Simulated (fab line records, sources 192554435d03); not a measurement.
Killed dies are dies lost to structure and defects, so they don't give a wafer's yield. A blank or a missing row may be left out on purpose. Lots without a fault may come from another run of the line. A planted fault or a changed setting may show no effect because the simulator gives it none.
Split-lot experiment | flow n5_finfet | 7 lots, 21 wafers read, on a route of 1938 steps

THE SPLIT
At N5_BEOL_M0_ETCH_109 (etches SiCN in CH3F/O2, target depth 8 nm, overetch 2.4 nm, time 27.4 s), the setting bias_w was moved away from the recipe's 75 W on 7 of the 21 wafers read, by -14.3% to +15.1%. The other wafers ran this setting at the recipe's value.

The reading is taken at the split's own step.

THE READING
rf_vpp_V, in V, at N5_BEOL_M0_ETCH_109 (etches SiCN in CH3F/O2, target depth 8 nm, overetch 2.4 nm, time 27.4 s). Fault-free wafers of this fab line usually give 297.8 V, standard deviation 1.7 V.

wafer  | tool, chamber at the split | bias_w as run, W | against the recipe | rf_vpp_V, V | against lot-mates on the recipe
L074.1 | rie_diel-04, 1             | 75               | recipe             | 298.5       | -
L074.2 | rie_diel-04, 2             | 75               | recipe             | 295.1       | -
L074.4 | rie_diel-04, 3             | 75               | recipe             | 299.3       | -
L077.1 | rie_diel-05, 2             | 75               | recipe             | 297.7       | -
L077.5 | rie_diel-05, 1             | 75               | recipe             | 299.5       | -
L077.6 | rie_diel-05, 0             | 75               | recipe             | 296.9       | -
L079.1 | rie_diel-05, 2             | 86.34            | +15.1%             | 324.6       | +26.2
L079.2 | rie_diel-05, 1             | 75               | recipe             | 298.4       | -
L079.3 | rie_diel-05, 0             | 86.34            | +15.1%             | 324.6       | +26.2
L080.1 | rie_diel-06, 1             | 75               | recipe             | 295.8       | -
L080.4 | rie_diel-06, 0             | 75               | recipe             | 299.0       | -
L080.6 | rie_diel-06, 3             | 75               | recipe             | 299.5       | -
L084.2 | rie_diel-06, 2             | 67.15            | -10.5%             | 279.7       | -21.2
L084.3 | rie_diel-06, 1             | 67.15            | -10.5%             | 274.9       | -26.0
L084.6 | rie_diel-06, 0             | 75               | recipe             | 300.9       | -
L090.2 | rie_diel-04, 3             | 85.01            | +13.3%             | 323.7       | +29.1
L090.4 | rie_diel-04, 2             | 75               | recipe             | 294.6       | -
L090.5 | rie_diel-04, 0             | 85.01            | +13.3%             | 321.9       | +27.3
L092.1 | rie_diel-05, 0             | 75               | recipe             | 296.3       | -
L092.2 | rie_diel-05, 2             | 75               | recipe             | 298.5       | -
L092.3 | rie_diel-05, 3             | 64.29            | -14.3%             | 269.4       | -28.0

THE FIT
A straight line over all 21 wafers: rf_vpp_V changes by +1.87 V for each +1% of bias_w; r = +0.99; the points scatter about the line by 1.9 V.
The same after taking each lot's own level away (the mean of its wafers on the recipe; 21 wafers): +1.98 V for each +1%; r = +0.99; scatter 2.1 V.
On that fit, the largest move of bias_w shifts the reading by 30 V.
The lots' own levels span 294.60 to 300.90 V, that is 3.7 times the standard deviation above.
So the lot-to-lot level changes the slope little: the two slopes agree.
Check: with one of the wafers moved furthest among these (+15.1%) left out of the fit, the line predicts +30.4 V for it against its lot-mates. It came out at +26.2 V against them.
Tool readings at the split's step, against how far the setting was moved: rf_vpp_V r = +0.99.

OTHER SPLITS ON THESE WAFERS
These wafers also went through other splits before the reading. Each is held against what the fit with the lots' levels taken away leaves over:
other split on the same wafers            | wafers away from the commonest value | r with rf_vpp_V (lot level and that fit taken away)
N5_BEOL_M0_TRENCH_ETCH_107 target_depth_a | 9                                    | +0.05

THE FILE'S OWN FIT
rf_vpp_V changes by +1.97 V for each +1% of bias_w, r = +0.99.
